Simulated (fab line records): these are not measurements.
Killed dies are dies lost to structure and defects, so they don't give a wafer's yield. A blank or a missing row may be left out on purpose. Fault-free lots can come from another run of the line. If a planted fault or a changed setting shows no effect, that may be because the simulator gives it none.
Chamber matching    flow n5Finfet    N5_BEOL_M11_PECVD_70 on pecvd-04: 3 sister chambers
The step deposits SiO2 from TEOS/O2, target thk 20 nm, time 22.7 s. 3 wafers are shown with their chamber, then 7 later ones without.

## WAFERS, EACH WITH ITS CHAMBER
wafer   chamber  throttleValvePct (%)
L082.5  0        21.2
L085.1  2        19.4
L085.2  1        23.4

## WAFERS WHOSE CHAMBER IS MISSING
wafer   throttleValvePct (%)
L085.6  21.3
L084.1  19.5
L084.3  23.4
L084.4  23.3
L087.1  19.5
L087.2  23.6
L087.3  21.5

## EACH ONE'S CHAMBER
wafer   from the rows above  in truth
L085.6  0                    0
L084.1  2                    2
L084.3  1                    1
L084.4  1                    1
L087.1  2                    2
L087.2  1                    1
L087.3  0                    0
Correctly placed: 7 of 7. Can't be placed from these rows: 0. 0 placed wrongly.
How it was worked out, from the rows above alone: a wafer's distance from a chamber is the root of the sum, over the readings, of the square of ((its reading less the chamber's mean) divided by the reading's scatter). If the next closest chamber is less than 2 further off than the closest, the wafer can't be placed; otherwise it belongs to the closest. Each chamber's mean is taken over the wafers shown for it. The scatter: with one shown wafer a chamber, the root of the mean of the squares of how far each hidden wafer lies from its nearest shown one.
